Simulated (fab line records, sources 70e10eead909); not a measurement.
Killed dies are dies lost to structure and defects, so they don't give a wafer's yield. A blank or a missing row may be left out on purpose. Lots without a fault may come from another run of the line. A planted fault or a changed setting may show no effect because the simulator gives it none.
Chamber matching | flow nand_harc | NHARC_THIN_TSV_ETCHBACK_48 on rie_diel-01: 4 sister chambers
The step etches the open film in C4F8/Ar, target depth 1028.5 nm, time 405.17 s. 4 wafers are shown with their chamber, then 11 later ones without.

WAFERS WITH THEIR CHAMBER
wafer  | chamber | rf_vpp_V (V)
L084.6 | 0       | 546.1
L092.3 | 3       | 549.3
L092.5 | 1       | 546.4
L093.1 | 2       | 544.5

WAFERS WITHOUT THEIR CHAMBER
wafer  | rf_vpp_V (V)
L093.5 | 550.7
L093.6 | 545.5
L096.2 | 547.7
L096.3 | 545.8
L096.5 | 546.2
L095.3 | 547.0
L095.5 | 549.1
L095.6 | 544.1
L097.2 | 550.0
L097.3 | 545.7
L097.5 | 546.0

WHICH CHAMBER EACH WENT THROUGH
wafer  | from the rows above          | in truth
L093.5 | 3                            | 3
L093.6 | can't be placed: 0 or 1 or 2 | 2
L096.2 | can't be placed: 1 or 3 or 0 | 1
L096.3 | can't be placed: 0 or 1 or 2 | 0
L096.5 | can't be placed: 0 or 1      | 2
L095.3 | can't be placed: 1 or 0      | 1
L095.5 | 3                            | 3
L095.6 | 2                            | 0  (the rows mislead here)
L097.2 | 3                            | 3
L097.3 | can't be placed: 0 or 1 or 2 | 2
L097.5 | can't be placed: 0 or 1      | 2
Placed correctly: 3 of 11. Can't be placed from these rows: 7 (the true chamber is among the candidates in 5). Placed wrongly: 1.
How it was worked out, from the rows above alone: a wafer's distance from a chamber is the root of the sum, over the readings, of the square of ((its reading less the chamber's mean) divided by the reading's scatter). The wafer belongs to the nearest chamber; if the next one is less than 2 further off, it can't be placed. A chamber's mean is the mean of its shown wafers. The scatter: with one shown wafer a chamber, the root of the mean of the squares of how far each hidden wafer lies from its nearest shown one.
